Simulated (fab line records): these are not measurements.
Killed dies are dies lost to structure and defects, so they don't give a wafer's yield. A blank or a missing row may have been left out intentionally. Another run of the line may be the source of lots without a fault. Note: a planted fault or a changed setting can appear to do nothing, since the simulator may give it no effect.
Matching of chambers / flow nandHarc / rieDiel-01 running NHARC_A_CONTACT_ETCH_75: 4 sister chambers
The step etches the open film in CF4, target depth 39 nm, time 65 s. 4 wafers are shown with their chamber, then 10 later ones without.

EACH WAFER AND ITS CHAMBER
wafer=L080.4; chamber=3; drypumpMotorCurrentA (A)=5.24
wafer=L085.1; chamber=2; drypumpMotorCurrentA (A)=6.19
wafer=L090.3; chamber=1; drypumpMotorCurrentA (A)=5.81
wafer=L090.5; chamber=0; drypumpMotorCurrentA (A)=6.06

WAFERS WITHOUT THEIR CHAMBER
wafer=L090.6; drypumpMotorCurrentA (A)=5.84
wafer=L093.3; drypumpMotorCurrentA (A)=5.26
wafer=L093.4; drypumpMotorCurrentA (A)=5.83
wafer=L093.6; drypumpMotorCurrentA (A)=5.21
wafer=L095.1; drypumpMotorCurrentA (A)=6.16
wafer=L095.4; drypumpMotorCurrentA (A)=6.06
wafer=L095.6; drypumpMotorCurrentA (A)=6.07
wafer=L096.2; drypumpMotorCurrentA (A)=5.82
wafer=L096.3; drypumpMotorCurrentA (A)=5.25
wafer=L096.6; drypumpMotorCurrentA (A)=6.06

CHAMBER TAKEN BY EACH
wafer=L090.6; from the rows above=1; in truth=1
wafer=L093.3; from the rows above=3; in truth=3
wafer=L093.4; from the rows above=1; in truth=1
wafer=L093.6; from the rows above=3; in truth=3
wafer=L095.1; from the rows above=2; in truth=2
wafer=L095.4; from the rows above=0; in truth=0
wafer=L095.6; from the rows above=0; in truth=0
wafer=L096.2; from the rows above=1; in truth=1
wafer=L096.3; from the rows above=3; in truth=3
wafer=L096.6; from the rows above=0; in truth=0
Correctly placed: 10 of 10. Left unplaced by these rows: 0. Wrongly placed: 0.
How it was worked out, from the rows above alone: a wafer's distance from a chamber is the root of the sum, over the readings, of the square of ((its reading less the chamber's mean) divided by the reading's scatter). The wafer belongs to the nearest chamber; if the next one is less than 2 further off, it can't be placed. A chamber's mean is the mean of its shown wafers. The scatter: with one shown wafer a chamber, the root of the mean of the squares of how far each hidden wafer lies from its nearest shown one.
